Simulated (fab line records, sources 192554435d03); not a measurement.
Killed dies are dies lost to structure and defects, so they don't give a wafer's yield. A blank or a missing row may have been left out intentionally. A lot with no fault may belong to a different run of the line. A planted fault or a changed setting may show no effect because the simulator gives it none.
Split-lot experiment    flow n5Finfet    21 wafers read across 7 lots, on a route 1938 steps long

== THE SPLIT ==
At N5_BEOL_M9_TRENCH_ETCH_37 (etches SiCOH lowk in C4F6/O2, target depth 151.43 nm, time 49 s), the setting timeS was moved away from the recipe's 49 s on 9 of the 21 wafers read, by -22.3% to +22.1%. All remaining wafers had this setting at the recipe value.

== FROM THE SPLIT TO THE READING: what the file shows between them, 11 steps ==
- N5_BEOL_M9_ETCH_41: etches SiCN in CH3F/O2, target depth 36.6 nm, time 70.1 s
- N5_BEOL_M9_STRIP_80: strips in N2/H2, time 10 s
- N5_BEOL_M9_OCD_MEAS_38
- N5_BEOL_M9_HM_STRIP_39: strips TiN in peroxide tin strip, target depth 25 nm, time 158 s
- N5_BEOL_M9_SRD_40: time 30 s
- N5_BEOL_M9_ECD_50: material Cu, target thk 318 nm
- N5_BEOL_M9_ANNEAL_51: time 90 s
- N5_BEOL_M9_CMP_52: polishes, stops on SiCOH lowk, t overpolish 7 s, target thk 140 nm
- N5_BEOL_M9_THK_MEAS_53: measures by xrf
- N5_BEOL_M9_PRE_CLEAN_55: time 15 s
- N5_BEOL_M9_DEP_56: deposits SiCN from 3MS/NH3, target thk 15 nm, time 26.5 s

== THE READING ==
Measured at N5_BEOL_M9_RS_MEAS_57 by four-point probe: M9_RS, in ohm/sq. On this fab line, fault-free wafers typically give 0.152 ohm/sq with a standard deviation of 0.003 ohm/sq.

wafer   tool, chamber at the split  timeS as run, s  against the recipe  M9_RS, ohm/sq  against lot-mates on the recipe
L076.2  rieDiel-04, 2               49               recipe              0.153          -
L076.4  rieDiel-04, 3               59.82            +22.1%              0.118          -0.033
L076.5  rieDiel-04, 1               49               recipe              0.148          -
L083.3  rieDiel-04, 0               58.97            +20.3%              0.123          -0.029
L083.4  rieDiel-04, 0               49               recipe              0.152          -
L083.5  rieDiel-04, 3               49               recipe              0.152          -
L086.1  rieDiel-02, 0               58.17            +18.7%              0.121          no lot-mate on the recipe
L086.3  rieDiel-02, 3               58.17            +18.7%              0.122          no lot-mate on the recipe
L086.5  rieDiel-02, 0               58.17            +18.7%              0.121          no lot-mate on the recipe
L089.1  rieDiel-04, 2               49               recipe              0.149          -
L089.3  rieDiel-04, 3               49               recipe              0.153          -
L089.4  rieDiel-04, 1               49               recipe              0.153          -
L088.2  rieDiel-01, 0               57.53            +17.4%              0.129          -0.026
L088.3  rieDiel-01, 2               57.53            +17.4%              0.126          -0.029
L088.6  rieDiel-01, 3               49               recipe              0.155          -
L085.3  rieDiel-01, 0               38.07            -22.3%              0.217          +0.059
L085.4  rieDiel-01, 3               38.07            -22.3%              0.213          +0.055
L085.5  rieDiel-01, 0               49               recipe              0.158          -
L095.2  rieDiel-04, 3               49               recipe              0.151          -
L095.3  rieDiel-04, 0               49               recipe              0.152          -
L095.5  rieDiel-04, 3               49               recipe              0.153          -

THE FIT
A straight line over all 21 wafers: M9_RS changes by -0.00202 ohm/sq for each +1% of timeS; r = -0.97; the points scatter about the line by 0.0066 ohm/sq.
The same after taking each lot's own level away (the mean of its wafers on the recipe; 18 wafers): -0.00197 ohm/sq for each +1%; r = -0.97; scatter 0.0056 ohm/sq.
Per that fit: largest timeS move, reading shift of 0.044 ohm/sq.
Across the lots, their own levels run from 0.1505 to 0.1580 ohm/sq, a range of 2.5 times the standard deviation given above.
Consequently the slope shifts little with the lot-to-lot level, the two slopes agreeing.
Check: for one of the wafers moved furthest among these (-22.3%), held out of the fit, the line's prediction against its lot-mates is +0.0424 ohm/sq. Against them it came out at +0.059 ohm/sq.

== OTHER SPLITS ON THESE WAFERS ==
Other splits were also applied to these wafers ahead of the reading. Each is held against what the fit with the lots' levels taken away leaves over:
other split on the same wafers  wafers away from the commonest value  r with M9_RS (lot level and that fit taken away)
N5_BEOL_M9_COAT_05 spinRpm      8                                     -0.12

== THE WHOLE CHAIN: every reading that the file lists as answering this split, in the file's order ==
step                       what it does                                                        reading                                                                          change (the file's fit)                 r (the file's)
N5_BEOL_M9_TRENCH_ETCH_37  etches SiCOH lowk in C4F6/O2, target depth 151.43 nm, time 49 s     BEOL_M9.featureDepthNm (the simulator's own value, which no gauge read)          +1.48 nm for each +1% of the setting    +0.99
N5_BEOL_M9_TRENCH_ETCH_37  etches SiCOH lowk in C4F6/O2, target depth 151.43 nm, time 49 s     etch.depthNm (the simulator's own value, which no gauge read)                    +1.48 nm for each +1% of the setting    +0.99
N5_BEOL_M9_TRENCH_ETCH_37  etches SiCOH lowk in C4F6/O2, target depth 151.43 nm, time 49 s     TiN_of_BEOL_M9_HM_DEP_02.thkNm (the simulator's own value, which no gauge read)  -0.0364 nm for each +1% of the setting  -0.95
N5_BEOL_M9_OCD_MEAS_38                                                                         trenchDepthNm                                                                    +1.48 nm for each +1% of the setting    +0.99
N5_BEOL_M9_CMP_52          polishes, stops on SiCOH lowk, t overpolish 7 s, target thk 140 nm  Cu_of_BEOL_M9_ECD_50.thkNm (the simulator's own value, which no gauge read)      +1.49 nm for each +1% of the setting    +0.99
N5_BEOL_M9_THK_MEAS_53     measures by xrf                                                     M9_THK                                                                           +1.44 for each +1% of the setting       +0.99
N5_BEOL_M9_RS_MEAS_57      measures by four-point-probe                                        M9_RS                                                                            -0.00178 for each +1% of the setting    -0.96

== FILE'S OWN FIT ==
M9_RS changes by -0.00178 ohm/sq for each +1% of timeS, r = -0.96.
